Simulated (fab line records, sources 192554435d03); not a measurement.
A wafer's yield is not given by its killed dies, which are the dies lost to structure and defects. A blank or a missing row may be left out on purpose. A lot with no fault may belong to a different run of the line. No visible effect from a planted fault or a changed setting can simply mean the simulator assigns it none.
Code-filled problem report in 8D (eight disciplines) form + flow n5_finfet + the parts of the form that need people (team, actions taken, sign-off) are left out

== 1. WHAT WENT WRONG ==
spin_speed_rpm at N5_FIN_SAQP_COAT_50 reads a mean of 1457.2 rpm on 6 wafers of 2 lots; wafers without a fault read 1499.9 rpm with a standard deviation of 1.1. Measured from the usual mean, that is -39 standard deviations.
The step: time 60 s, resist thk 35 nm.
Earliest sighting: wafer L195.2 on litho_track-02 at day 5 15:25. At this step, 18 wafers from 6 lots have a number in the record. The rule behind "out" and "out of limits": a value lying over 4 standard deviations away from the usual mean. The rest of the wafers with a number are treated as sound.

== 2. WHAT IT IS AND WHAT IT IS NOT ==
| question                    | is                     | is not                                                                   |
|-----------------------------|------------------------|--------------------------------------------------------------------------|
| which readings at this step | spin_speed_rpm         | -                                                                        |
| which lots                  | L195, L196             | L180, L187, L198, L202                                                   |
| which wafers of those lots  | all that have a number | -                                                                        |
| read on which tools         | litho_track-02         | litho_track-03, litho_track-05                                           |
| when                        | from day 5 15:25       | up to then (6 sound wafers); but 6 sound wafers of L198, L202 came after |

== 3. WHAT RULES OUT EACH SUSPECT ==
Counting: any tool at a process step up to the reading is kept as a suspect provided that every lot that is out went through it and no sound lot did after the first of them.
- litho_track-02 at N5_FIN_SAQP_COAT_50 (time 60 s, resist thk 35 nm): kept. Every lot that is out went through it, starting with L195 (day 5 15:25), and after that it ran no sound lot; the last sound lot it ran before then is L180 (day 1 22:11). Out on those wafers are its own readings of spin_speed_rpm.
Left after counting: litho_track-02 at N5_FIN_SAQP_COAT_50.

== 4. THE CAUSE (what the simulator had put in) ==
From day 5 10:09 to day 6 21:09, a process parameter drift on litho_track-02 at N5_FIN_SAQP_COAT_50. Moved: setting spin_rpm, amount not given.
This tool alone remained once counting was done.

== 5. THE CHAIN OF EFFECTS, in route order ==
One row per reading whose mean, taken over the struck wafers that have a number, lies over 3 standard deviations from the usual. Scope: only readings with a usual standard deviation given in the record; hours: median across lots of the time from each lot's start at the first step in this table that gives one to its start at this step; sigmas: change in usual standard deviations.
| hours | step                | reading        | usual      | on struck wafers | change | sigmas |
|-------|---------------------|----------------|------------|------------------|--------|--------|
| 0     | N5_FIN_SAQP_COAT_50 | spin_speed_rpm | 1499.9 rpm | 1457.2           | -42.7  | -39    |
Its process steps:
- N5_FIN_SAQP_COAT_50: time 60 s, resist thk 35 nm.
At these later measuring or inspecting steps, every struck wafer for which the step has a row has a number for every such reading, and none has moved that far: N5_FIN_SAQP_CD_MEAS_16, N5_FIN_SAQP_OVL_MEAS_17, N5_FIN_SAQP_INSPECT_18.

== 6. HOW IT WOULD HAVE BEEN CAUGHT EARLIER ==
First out-of-limits reading in this record: day 5 15:25, which is 5 hours after fault onset at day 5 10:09.
